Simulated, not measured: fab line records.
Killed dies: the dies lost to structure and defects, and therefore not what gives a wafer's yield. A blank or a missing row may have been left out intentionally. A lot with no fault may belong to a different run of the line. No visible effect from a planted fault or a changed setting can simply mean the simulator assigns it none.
fab line records	flow n5Finfet
record: lots: 5	wafers: 15	lastDay: 17
route steps=1938 shown DUMMY_REMOVAL@377 HKMG_FIN@385 BEOL_M4@1111 PASSIVATION@1936
lots that met no fault: from a run of the same line without faults
startH: hours from the record's first day to the start of the lot's first wafer shown	waitH: hours since the lot's step before	" same as the row above	L1.1+2: several wafers, shown together as one row	- no value, or no start given	* or withheld: withheld	< > ~ a bound
route shown NAME@n: NAME is a module with steps in the file, n the number in the route of the first one	usual: mean and standard deviation over wafers with no fault	same: alike in all rows	chamber/n: place in a boat	sites: the reading at each site	_std_site: standard deviation across them	_edge_site: outer sites' mean less inner sites'	radiusMm: for every site, how far away it sits from the centre of the wafer	mask NAME#n: copy n	behind: tool/chamber where the wafer was last shaped	hold: reason for holding the lot/hours on hold/outcome of the hold	device: which transistor (n, p or np) failed to switch	end of line: the same wafers' tests at the end of the route	a step without rows: its recipe alone	killed: count of dies lost to structure and defects at first sort (not the wafer's yield)	map: the dies of a wafer, with x for killed, . for not killed, _ for no die there
set.NAME: the setting the step ran with; set.NAME@STEP: the setting that earlier step ran with	model.NAME: the simulator's own value behind a step, which no gauge read
a table for each step, a row for each wafer; lots at some steps of the route
services: a tool's chamber out of use, with start hour (startH, from the record's first day; less than 0 if before it), hours out, and reason
== steps ==
step: N5_DUMMY_REMOVAL_HM_STRIP_01
recipe: chemistry: CH3F/O2	material: SiNx	targetDepthA: 40	stopOn: poly-Si	timeS: 6.8	overEtchFrac: 0.3	ionEnergyEv: 60	powerW: 410	biasW: 29	Ar_flow_sccm: 150	CH3F_flow_sccm: 30	O2_flow_sccm: 20
usual: drypumpMotorCurrentA: 5.7/0.56	oesProductAu: 0.65/0.083	rfVppV: 127.7/1.1	showerheadPlenumPTorr: 2.04/0.073	throttleValvePct: 16.28/0.19
lot.wafer	tool	chamber	startH	waitH	drypumpMotorCurrentA	oesProductAu	rfHoursCounterH	rfVppV	showerheadPlenumPTorr	throttleValvePct
L786.1	rieDiel-06	0	72.32	0.0	5.9	0.55	244	129.1	2.07	16.56
L786.4	"	2	"	"	5.4	0.56	239	126.7	1.98	16.29
L786.5	"	3	"	"	5.9	0.65	-	127.0	2.02	16.15
L791.1	rieDiel-03	0	105.98	0.0	5.9	0.55	242	127.7	1.89	16.38
L791.5	"	1	"	"	5.4	0.62	-	128.6	2.07	16.32
L791.6	"	2	"	"	5.1	0.58	-	126.8	1.91	16.49
L795.3	rieDiel-04	3	124.27	0.0	5.5	0.76	4	127.1	2.06	15.94
L795.4	"	2	"	"	5.4	0.76	9	127.9	2.14	16.09
L795.6	"	0	"	"	6.4	0.73	-	128.5	2.04	16.35
L798.1	rieDiel-04	1	148.90	0.0	4.7	0.57	241	129.2	2.07	16.22
L798.2	"	3	"	"	5.5	0.73	11	129.0	2.05	15.96
L798.6	"	0	"	"	6.4	0.71	-	126.8	2.03	16.36
L808.3	rieDiel-03	1	208.13	0.0	5.4	0.60	199	127.7	2.06	16.36
L808.5	"	1	"	"	5.4	0.59	-	129.8	2.06	16.38
L808.6	"	2	"	"	5.1	0.56	-	127.6	1.90	16.56
step: N5_DUMMY_REMOVAL_STRIP_10
recipe: chemistry: N2/H2	timeS: 40	powerW: 100	tempC: 40	pressureMtorr: 100	rfFrequencyHz: 6e+07	biasPowerW: 3	n2FlowSccm: 300	h2FlowSccm: 300
step: N5_DUMMY_REMOVAL_PRECLEAN_07
recipe: chemistry: dHF	timeS: 30	tempC: 25	dilution: withheld
step: N5_DUMMY_REMOVAL_DUMMY_REMOVE_02
recipe: chemistry: TMAH	tempC: 70	target: poly-Si	stopOn: SiO2	targetDepthNm: 142	concWtPct: 5	timeS: 57	dry: ipaMarangoni	rinseTimeS: 30	rinseTempC: 23
step: N5_DUMMY_REMOVAL_INSPECT_06
recipe: inspectInstrument: brightfield	mode: aei
usual: rawDefectCount: 11/5.1
lot.wafer	tool	chamber	startH	waitH	rawDefectCount
L786.1	defectInspect-02	-	72.52	0.0	12
L786.4	"	-	"	"	14
L786.5	"	-	"	"	3
L791.1	defectInspect-02	-	106.18	0.0	8
L791.5	"	-	"	"	9
L791.6	"	-	"	"	5
L795.3	defectInspect-01	-	124.47	0.0	5
L795.4	"	-	"	"	4
L795.6	"	-	"	"	3
L798.1	defectInspect-02	-	149.10	0.0	12
L798.2	"	-	"	"	11
L798.6	"	-	"	"	16
L808.3	defectInspect-02	-	208.33	0.0	8
L808.5	"	-	"	"	14
L808.6	"	-	"	"	9
step: N5_DUMMY_REMOVAL_PRECLEAN_08
recipe: chemistry: NF3:NH3	afsCycles: 2	tempC: 30	timeS: 20	sublimationTempC: 180	sublimationTimeS: 60	pressureTorr: 3	rfPowerW: 30
step: N5_DUMMY_REMOVAL_PRECLEAN_04
recipe: chemistry: DHF	timeS: 37	tempC: 25	dilution: 500:1
step: N5_DUMMY_REMOVAL_SRD_05
recipe: dry: ipaMarangoni	doPpb: 5	timeS: 30	tempC: 23	rinseLiquid: diw
step: N5_HKMG_FIN_IL_REGROW_00
recipe: material: SiO2	targetThkA: 7.5	chemistry: O3	tempC: withheld	timeS: 30
step: N5_HKMG_FIN_HK_ALD_01
recipe: material: HfO2	targetThkA: 16	tempC: withheld	aldPrecursorFamily: HfCl4	aldCoReactant: H2O	pulseTimeS: 3	purgeTimeS: 3	coReactantPurgeTimeS: 2.5	coReactantPulseTimeS: 0.3	aldCycles: 30
usual: precursorPulseHeightRel: 0.999/0.02
same: purgeTimeS: 3
lot.wafer	tool	chamber	startH	waitH	precursorPulseHeightRel
L786.1	aldHk-01	3	72.88	0.0	1.011
L786.4	"	0	"	"	0.955
L786.5	"	0	"	"	0.993
L791.1	aldHk-02	0	106.54	0.0	1.000
L791.5	"	0	"	"	1.011
L791.6	"	3	"	"	1.012
L795.3	aldHk-03	0	124.82	0.0	1.014
L795.4	"	2	"	"	0.983
L795.6	"	1	"	"	0.984
L798.1	aldHk-03	1	149.46	0.0	0.996
L798.2	"	2	"	"	1.008
L798.6	"	2	"	"	0.982
L808.3	aldHk-03	0	208.68	0.0	1.014
L808.5	"	0	"	"	1.003
L808.6	"	3	"	"	0.981
step: N5_HKMG_FIN_HK_ANNEAL_02
recipe: tempC: 700	timeS: 30	ambient: N2	idleTempC: 600	rampUpCPerS: 150	rampDownCPerS: 60	coolToC: 600
usual: lampPowerPct: 8.80/0.048	lamp_zone_5_pct: 8.799/0.0099	wafer_temp_C_max: 702.9/0.71
lot.wafer	tool	chamber	startH	waitH	lampPowerPct	lamp_zone_5_pct	wafer_temp_C_max
L786.1	rtpAnneal-01	0	73.07	0.1	8.81	8.809	702.4
L786.4	"	0	"	"	8.83	8.789	701.8
L786.5	"	0	"	"	8.79	8.790	702.1
L791.1	rtpAnneal-01	0	106.72	0.1	8.74	8.798	703.0
L791.5	"	0	"	"	8.73	8.785	702.9
L791.6	"	0	"	"	8.80	8.788	702.4
L795.3	rtpAnneal-02	0	125.12	0.2	8.84	8.803	701.7
L795.4	"	0	"	"	8.77	8.801	701.7
L795.6	"	0	"	"	8.87	8.797	703.5
L798.1	rtpAnneal-02	0	149.82	0.3	8.76	8.791	702.4
L798.2	"	0	"	"	8.85	8.785	703.5
L798.6	"	0	"	"	8.80	8.800	702.3
L808.3	rtpAnneal-02	0	208.93	0.2	8.78	8.812	703.0
L808.5	"	0	"	"	8.73	8.809	703.9
L808.6	"	0	"	"	8.78	8.795	702.7
step: N5_HKMG_FIN_ALD_74
recipe: material: La2O3	targetThkA: 5	tempC: 250	aldPrecursorFamily: La-Cp	aldCoReactant: O3	pulseTimeS: 6	coReactantPulseTimeS: 1	purgeTimeS: 3	coReactantPurgeTimeS: 3
usual: heaterPowerW: 346/31	precursorPulseHeightRel: 1.001/0.022
same: purgeTimeS: 3
lot.wafer	tool	chamber	startH	waitH	heaterPowerW	precursorPulseHeightRel
L786.1	aldHk-03	1	73.28	0.2	305	1.029
L786.4	"	0	"	"	345	0.985
L786.5	"	3	"	"	418	0.982
L791.1	aldHk-01	2	106.95	0.2	359	1.018
L791.5	"	3	"	"	332	0.984
L791.6	"	2	"	"	360	1.012
L795.3	aldHk-02	3	125.27	0.1	335	1.000
L795.4	"	0	"	"	301	0.987
L795.6	"	3	"	"	335	1.008
L798.1	aldHk-01	0	150.03	0.2	355	1.003
L798.2	"	3	"	"	339	1.051
L798.6	"	3	"	"	338	1.013
L808.3	aldHk-02	3	209.09	0.1	344	0.955
L808.5	"	1	"	"	381	0.985
L808.6	"	2	"	"	339	1.006
step: N5_HKMG_FIN_ALD_75
recipe: material: Al2O3	targetThkA: 10	tempC: 150	aldPrecursorFamily: TMA	aldCoReactant: H2O	pulseTimeS: withheld	coReactantPulseTimeS: 1
usual: heaterPowerW: 150/13	precursorPulseHeightRel: 0.999/0.021
lot.wafer	tool	chamber	startH	waitH	heaterPowerW	precursorPulseHeightRel
L786.1	aldHk-03	1	73.36	0.0	127	1.000
L786.4	"	0	"	"	153	0.996
L786.5	"	3	"	"	177	0.994
L791.1	aldHk-01	2	107.03	0.0	160	1.023
L791.5	"	3	"	"	145	0.961
L791.6	"	2	"	"	154	1.001
L795.3	aldHk-02	3	125.35	0.0	141	0.960
L795.4	"	0	"	"	130	0.970
L795.6	"	3	"	"	145	1.019
L798.1	aldHk-01	0	150.11	0.0	153	0.970
L798.2	"	3	"	"	144	1.021
L798.6	"	3	"	"	143	0.992
L808.3	aldHk-02	3	209.16	0.0	146	1.049
L808.5	"	1	"	"	163	0.988
L808.6	"	2	"	"	146	1.023
step: N5_HKMG_FIN_COAT_41
recipe: resist: SOC	tempC: 250	timeS: 60	spinRpm: 1500	resistThkNm: 300
step: N5_HKMG_FIN_COAT_42
recipe: resist: SiARC	tempC: 220	timeS: 60	spinRpm: 1500	resistThkNm: 35
step: N5_HKMG_FIN_COAT_43
recipe: resist: CAR-ArF	spinRpm: 1500	resistThkNm: 90
step: N5_HKMG_FIN_EBR_45
recipe: solvent: PGMEA	ebrWidthMm: 1.5
step: N5_HKMG_FIN_SOFTBAKE_44
recipe: tempC: 110	timeS: 60	resist: CAR-ArF
step: N5_HKMG_FIN_EXPOSE_46
recipe: maskId: NDIPOLE	na: 1.35	sourceShape: conventional	sigmaOuter: 0.8	polarization: unpolarized	doseMj: 40
step: N5_HKMG_FIN_PEB_47
recipe: pebTempC: withheld	pebTimeS: 60	resist: CAR-ArF
step: N5_HKMG_FIN_DEVELOP_48
recipe: developTimeS: 30	developer: TMAH	resist: CAR-ArF	rinseLiquid: diw	dry: airSpin	devTempC: 23
step: N5_HKMG_FIN_CD_MEAS_49
recipe: targetCdNm: 202	landingEnergyEv: 500	detector: seInlens	polarity: opening
usual: cdNm: 201.6/0.65
lot.wafer	tool	chamber	startH	waitH	cdNm
L786.1	cdSem-01	0	73.83	-	201.8
L786.4	"	0	"	"	201.1
L786.5	"	0	"	"	200.5
L791.1	cdSem-01	0	107.49	-	202.2
L791.5	"	0	"	"	201.6
L791.6	"	0	"	"	201.6
L795.3	cdSem-03	0	125.82	-	201.4
L795.4	"	0	"	"	200.3
L795.6	"	0	"	"	201.0
L798.1	cdSem-01	0	150.58	-	202.3
L798.2	"	0	"	"	202.0
L798.6	"	0	"	"	201.4
L808.3	cdSem-01	0	209.63	-	202.2
L808.5	"	0	"	"	203.3
L808.6	"	0	"	"	201.7
step: N5_HKMG_FIN_OVL_MEAS_50
recipe: pointsPerWafer: 44
usual: NDIPOLE_OVL: -0.6/0.74
lot.wafer	tool	chamber	startH	waitH	NDIPOLE_OVL[nm]
L786.1	overlay-02	0	73.86	0.0	-0.9
L786.4	"	0	"	"	-0.4
L786.5	"	0	"	"	-0.4
L791.1	overlay-01	0	107.52	0.0	0.2
L791.5	"	0	"	"	-0.3
L791.6	"	0	"	"	-0.8
L795.3	overlay-02	0	125.85	0.0	-1.2
L795.4	"	0	"	"	0.5
L795.6	"	0	"	"	0.0
L798.1	overlay-02	0	150.61	0.0	-0.7
L798.2	"	0	"	"	-1.6
L798.6	"	0	"	"	-1.4
L808.3	overlay-02	0	209.66	0.0	0.8
L808.5	"	0	"	"	0.7
L808.6	"	0	"	"	0.8
step: N5_HKMG_FIN_INSPECT_61
recipe: mode: adi	inspectInstrument: macro
usual: rawDefectCount: 2.1/1.4
lot.wafer	tool	chamber	startH	waitH	rawDefectCount
L786.1	defectInspect-01	-	73.88	0.0	3
L786.4	"	-	"	"	0
L786.5	"	-	"	"	2
L791.1	defectInspect-01	-	107.55	0.0	0
L791.5	"	-	"	"	0
L791.6	"	-	"	"	2
L795.3	defectInspect-01	-	125.87	0.0	5
L795.4	"	-	"	"	1
L795.6	"	-	"	"	2
L798.1	defectInspect-02	-	150.63	0.0	2
L798.2	"	-	"	"	2
L798.6	"	-	"	"	2
L808.3	defectInspect-02	-	209.68	0.0	>300
L808.5	"	-	"	"	1
L808.6	"	-	"	"	1
step: N5_HKMG_FIN_DESCUM_53
recipe: chemistry: O2	timeS: 7.9	sourcePowerW: 50	biasPowerW: 20	pressureMtorr: 20	rfFrequencyHz: 2.712e+07	tempC: 40	resist: CAR-ArF	o2FlowSccm: 225
usual: drypumpMotorCurrentA: 5.7/0.46	oesProductAu: 0.80/0.078	rfVppV: 243.4/1.2	showerheadPlenumPTorr: 2.11/0.062	throttleValvePct: 20.52/0.22
lot.wafer	tool	chamber	startH	waitH	drypumpMotorCurrentA	oesProductAu	rfHoursCounterH	rfVppV	showerheadPlenumPTorr	throttleValvePct
L786.1	rieDiel-02	1	73.97	0.1	6.3	0.73	191	242.5	2.06	20.49
L786.4	"	2	"	"	6.3	0.67	241	240.2	1.98	20.64
L786.5	"	3	"	"	5.4	0.75	-	243.9	2.08	20.42
L791.1	rieDiel-01	1	107.58	0.0	5.3	0.72	208	244.2	2.18	20.88
L791.5	"	1	"	"	5.3	0.72	-	244.1	2.18	20.87
L791.6	"	2	"	"	5.2	0.81	-	242.3	2.03	20.81
L795.3	rieDiel-02	2	125.91	0.0	6.3	0.95	3	244.5	2.24	20.36
L795.4	"	3	"	"	5.4	0.75	151	244.0	2.07	20.45
L795.6	"	0	"	"	5.9	0.89	-	242.0	2.15	20.48
L798.1	rieDiel-01	3	150.66	0.0	6.1	0.90	42	244.6	2.14	20.20
L798.2	"	1	"	"	5.3	0.70	225	243.1	2.18	20.91
L798.6	"	3	"	"	6.1	0.90	-	246.0	2.14	20.19
L808.3	rieDiel-05	0	209.72	0.0	5.9	0.78	114	242.1	2.11	20.69
L808.5	"	3	"	"	6.3	0.79	-	243.6	2.08	20.29
L808.6	"	2	"	"	5.3	0.85	-	244.2	2.13	20.48
step: N5_BEOL_M4_RC_MEAS_101
usual: DIBL_N: 36.3/1.7	DIBL_P: 36.0/1.9	IOFF_N: 0.156/0.028	IOFF_P: 0.21/0.036	ION_N: 675/11	ION_P: 463/7.8	SS_N: 71.6/0.59	SS_P: 73.2/0.63	VT_N: 250/3.1	VT_P: -251/3.4
lot.wafer	tool	chamber	startH	waitH	DIBL_N[mV/V]	DIBL_P[mV/V]	IOFF_N[nA/um]	IOFF_P[nA/um]	ION_N[uA/um]	ION_P[uA/um]	SS_N[mV/dec]	SS_P[mV/dec]	VT_N[mV]	VT_P[mV]
L786.1	prober-02	0	161.82	0.7	34.3	35.0	0.128	0.18	664	459	71.8	72.2	251	-255
L786.4	"	0	"	"	32.3	33.3	0.095	0.15	653	450	71.3	72.5	258	-255
L786.5	"	0	"	"	34.2	35.1	0.130	0.18	672	465	71.4	72.7	253	-251
L791.1	prober-02	0	193.76	0.0	36.7	36.4	0.168	0.23	689	466	72.1	73.2	247	-246
L791.5	"	0	"	"	35.6	35.1	0.152	0.21	665	458	72.5	72.3	252	-248
L791.6	"	0	"	"	33.8	33.5	0.119	0.19	667	469	70.8	72.7	253	-249
L795.3	prober-02	0	210.09	0.3	36.9	35.4	0.169	0.21	687	470	71.5	72.6	245	-249
L795.4	"	0	"	"	37.0	36.3	0.176	0.22	679	469	71.4	73.5	247	-247
L795.6	"	0	"	"	36.1	34.5	0.153	0.19	677	464	71.3	72.9	250	-248
L798.1	prober-02	0	244.95	0.0	35.1	34.8	0.149	0.19	681	468	71.0	73.3	250	-251
L798.2	"	0	"	"	34.6	34.7	0.137	0.20	670	465	70.7	73.7	252	-251
L798.6	"	0	"	"	35.3	35.3	0.154	0.21	675	460	71.0	73.4	248	-249
L808.3	prober-01	0	303.58	0.3	35.2	35.9	0.148	0.19	658	455	71.5	73.1	250	-252
L808.5	"	0	"	"	34.0	34.7	0.128	0.17	660	454	71.1	72.5	254	-253
L808.6	"	0	"	"	33.8	34.9	0.129	0.17	671	459	71.4	72.5	252	-254
step: N5_PASSIVATION_PROBE_49
usual: defectLimitedYield: 91.5/1.5	killed_at_M0_to_M3: 30/11	killed_at_M4_up: 13/4.9	killedAtContacts: 14/6.5	killedAtFrontEnd: 40/11	killedAtOther: 3.3/2.7	killedDies: 100/18	killedOnRim: 13/3.8	killedOpen: 67/14	killedShort: 32/7.8	sort_bin_5_function: 5.0/0.97	sort_bin_6_memory: 3.2/0.75	sort_bin_8_speed: 0.00/0.01	sortNPass: 1080/18	sortYieldPct: 91.5/1.5
same: grossDies: 1180	killedAtBackSide: 0	sort_bin_4_leakage[%]: 0
lot.wafer	tool	chamber	startH	waitH	defectLimitedYield[%]	killed_at_M0_to_M3	killed_at_M4_up	killedAtContacts	killedAtFrontEnd	killedAtOther	killedDies	killedOnRim	killedOpen	killedShort	sort_bin_5_function[%]	sort_bin_6_memory[%]	sort_bin_8_speed[%]	sortNPass	sortYieldPct[%]
L786.1	prober-01	-	262.67	0.0	91.8	32	6	21	32	6	97	12	64	33	4.2	3.6	0	1083	91.8
L786.4	prober-01	-	262.82	0.2	94.1	26	5	10	28	1	70	7	41	29	3.4	2.3	0	1110	94.1
L786.5	prober-01	-	262.87	0.2	93.4	17	10	20	24	7	78	10	44	30	3.5	3.1	0	1102	93.4
L795.4	prober-01	-	327.16	0.2	91.1	24	21	9	49	2	105	15	60	40	5.4	2.4	0	1075	91.1
L808.3	prober-02	-	403.35	0.1	83.2	64	13	17	101	3	198	32	96	35	9.2	5.3	0	982	83.2
killed by level:class
L786.1 MOL_CONTACT_COAG:geometricParticle:open=16 BEOL_M2:geometricParticle:open=15 FIN_SAQP:geometricParticle:short=12 MOL_CONTACT_COAG:geometricParticle:short=5 BEOL_M1:geometricParticle:open=5 BEOL_M0_SAQP:geometricParticle:open=4 FIN_SAQP:geometricParticle:open=3 STI_FIN_REVEAL:geometricParticle:open=3
L786.4 FIN_SAQP:geometricParticle:short=9 MOL_CONTACT_COAG:geometricParticle:open=9 BEOL_M0_SAQP:geometricParticle:open=6 BEOL_M2:geometricParticle:open=5 BEOL_M3:geometricParticle:open=5 STARTING-WAFER:geometricParticle:short=5 ILD0:geometricParticle:open=4 FIN_SAQP:geometricParticle:open=3
L786.5 MOL_CONTACT_COAG:geometricParticle:open=15 FIN_SAQP:geometricParticle:short=7 BEOL_M0:geometricParticle:open=7 FIN_SAQP:geometricParticle:open=5 MOL_CONTACT_COAG:geometricParticle:short=5 MIM_TOP:geometricParticle:short=3 STARTING-WAFER:geometricParticle:short=3 BEOL_M13:coatMicrobubblePrinted=3
L795.4 FIN_SAQP:geometricParticle:short=11 BEOL_M4:geometricParticle:open=8 STI_FIN_REVEAL:geometricParticle:open=7 DUMMY_GATE:geometricParticle:open=7 BEOL_M2:geometricParticle:open=7 MOL_CONTACT_COAG:geometricParticle:open=6 BEOL_M0_SAQP:geometricParticle:short=5 STARTING-WAFER:geometricParticle:open=5
L808.3 HKMG_FIN:unspecified=63 MOL_CONTACT_COAG:geometricParticle:open=14 BEOL_M3:geometricParticle:open=14 BEOL_M2:geometricParticle:open=13 BEOL_M0_SAQP:geometricParticle:open=12 BEOL_M1:geometricParticle:open=9 BEOL_M0_SAQP:geometricParticle:short=8 FIN_SAQP:geometricParticle:short=7
map L808.3 (x killed, . not)
_________________.........x.x________________
______________....x..x.........._____________
___________..x.....................__________
__________x....x.......x............_________
________...xx.........x...x...x......._______
_______.........x..x...................______
______.....x.....x........x....x...x...._____
_____....x........x...xx.................____
____.............................x........___
___xx.....xx...x........x...........x......__
___x..x.....................x.............x__
__..x..x............x...........x...x......._
__.............x...x...................x.x.._
_....x....xxxxx....x..............x..........
_.x....x.....x.......x......x..............x.
_........x......x........................x...
_....................x...............x.....x.
_............x.........x......x.............x
_...............x........x.....x..x.x.x......
_x...x..x..x.....x...........x...............
_...xx.xx...x....x..x.....x.x.x.....x..x.....
__..........xx.....x.x.............xx.x....._
__x....x..............x..x..x...x..........._
___.........x..........................x...__
___............x....x............x.x.......__
____.x..............x.....................___
_____..x...xxxx..x..................x.x..____
______...xxxxx.x.x..xx....x............._____
_______x.xxxxxxxxxx.........x..........______
________xxxxxxxxxx.x...x......x......._______
__________xxxxxxxxxxxxx....x.x......_________
___________xxxxxxxxxxx...x.....x...__________
______________xxxxxxxx........x._____________
_________________xxx...x.....________________
map L795.4 (x killed, . not)
_________________............________________
______________.................._____________
___________..........x..x...x......__________
__________.....................x...x_________
________............x.x...........x..._______
_______...................x.......xxx..______
______..............................x..._____
_____.x....x...x..................x....x.____
____xxx.......................x..x....x...___
___...............x..x.............x.......__
___x..................x.x..................__
__..........x.......x......................._
__..x..................xx..xx....x..x..x...._
_x.........x...........................xx....
_............................................
_...............x.................x..........
_......x......x........x.............x.x.....
_........x....x........x...........x........x
_x....x...x..x........................x.x....
_..x.x........xxx....x..........x............
_......................x..x..................
__xx......x.....................x..........._
__................x....x...............x.x.._
___...............x.............x........x.__
___x..x.............................x......__
____...x..x.....x..........x..............___
_____.............x...........x..........____
______x..x....x........................._____
_______x...............x...x........x..______
________................x.....x......x_______
__________x.........x....x.........._________
___________........................__________
______________....x............._____________
_________________............________________
== services ==
tool	chamber	startH	hours	kind
rieDiel-04	0	51.32	-	clean
rieDiel-04	0	51.32	-	consumableReplace:focusRing
rieDiel-04	0	51.32	13.0	scheduledDown
rieDiel-04	0	51.32	13.0	ventCycle
rieDiel-03	1	59.88	17.3	repair
rieDiel-03	2	70.11	5.4	repair
rieDiel-04	2	75.18	-	clean
rieDiel-04	2	75.18	-	consumableReplace:focusRing
rieDiel-01	-	79.26	0.6	repair
aldHk-01	-	88.38	0.2	repair
rieDiel-01	1	95.65	5.7	repair
rieDiel-01	2	98.62	8.0	repair
rieDiel-06	3	104.73	4.3	repair
rieDiel-02	0	108.23	1.7	repair
aldHk-01	-	110.81	2.8	pm
aldHk-01	-	115.54	0.7	repair
rtpAnneal-01	-	120.93	4.6	pm
rieDiel-02	-	130.52	2.8	pm
rieDiel-05	1	146.48	2.7	repair
rieDiel-01	0	150.88	2.4	repair
rieDiel-02	3	176.47	6.5	repair
rieDiel-04	1	179.78	2.1	repair
rieDiel-05	2	179.93	8.2	repair
aldHk-01	-	203.19	8.7	pm
== key ==
firstSign: step: N5_HKMG_FIN_INSPECT_61	reading: rawDefectCount	direction: up	sigmas: 99+	usual: 2.1	struck: >300
effect: step: N5_PASSIVATION_PROBE_49	reading: killedAtFrontEnd	direction: up	sigmas: 5.5	usual: 40	struck: 101
moreKillsBornAt: N5_HKMG_FIN_ALD_75@aldHk-02: 63
metAt N5_HKMG_FIN_ALD_75
struckWafers L808.3
onsetBetween 125.35 209.16
fault: kind: chamberParticleSource	tool: aldHk-02	chamber: 3	onsetH: 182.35	steps: N5_HKMG_FIN_ALD_75	ratePerVisitCm2: 0.81978	endH: 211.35
